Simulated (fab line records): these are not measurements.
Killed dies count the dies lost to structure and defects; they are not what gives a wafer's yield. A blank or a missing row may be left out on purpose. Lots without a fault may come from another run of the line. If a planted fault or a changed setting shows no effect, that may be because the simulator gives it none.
Which tool was responsible? / flow nand_harc / 6 lots, 18 wafers sampled, at 2 steps of a route of 1302

## WHAT THE GAUGES SHOWED, per wafer
NHARC_HYBRID_BOND_OVL_MEAS_05.
lot=L244; measured=day 25 10:11; on=overlay-02; overlay_x_nm (nm)=-20 -85 13
lot=L247; measured=day 25 00:56; on=overlay-02; overlay_x_nm (nm)=-64 -14 36
lot=L249; measured=day 26 16:48; on=overlay-02; overlay_x_nm (nm)=-34 -57 6
lot=L254; measured=day 28 22:05; on=overlay-01; overlay_x_nm (nm)=9 -28 81
lot=L262; measured=day 31 19:17; on=overlay-01; overlay_x_nm (nm)=28 49 6
lot=L261; measured=day 32 10:56; on=overlay-02; overlay_x_nm (nm)=25 0 -15

## EACH LOT AND THE TOOL THAT RAN IT (in order: tool; ch and the chambers of the sampled wafers; start)
lot=L244; NHARC_P_CONTACT_CVD_23=cvd_w-02 ch 0,1, day 6 19:21
lot=L247; NHARC_P_CONTACT_CVD_23=cvd_w-01 ch 0,1, day 8 01:12
lot=L249; NHARC_P_CONTACT_CVD_23=cvd_w-02 ch 0,1, day 8 21:52
lot=L254; NHARC_P_CONTACT_CVD_23=cvd_w-02 ch 0,1, day 11 04:07
lot=L262; NHARC_P_CONTACT_CVD_23=cvd_w-02 ch 0,1, day 14 09:24
lot=L261; NHARC_P_CONTACT_CVD_23=cvd_w-02 ch 0,1, day 14 15:36
- NHARC_P_CONTACT_CVD_23: deposits W, target thk 200 nm, time 557 s.

## THE ANSWER, worked out from the rows above alone
Rule: the lots themselves supply what counts as usual. Put in order of their means at a reading, lots are off if they are a third of the lots or fewer, leave a main group of 4 or more, and stand apart from it by a gap of 3 or more times the standard deviation of the main group's means; of several such gaps the widest counts. If all means in a main group match to the digits the tables above print for the reading, that group is not used. Also off: a lot with no number at a reading for which 4 or more lots have one. All remaining lots with rows at the step are treated as sound.
Across all readings shown, no lot is off: no conclusion can be drawn from this.

## WHAT THE SIMULATOR HAD INSERTED
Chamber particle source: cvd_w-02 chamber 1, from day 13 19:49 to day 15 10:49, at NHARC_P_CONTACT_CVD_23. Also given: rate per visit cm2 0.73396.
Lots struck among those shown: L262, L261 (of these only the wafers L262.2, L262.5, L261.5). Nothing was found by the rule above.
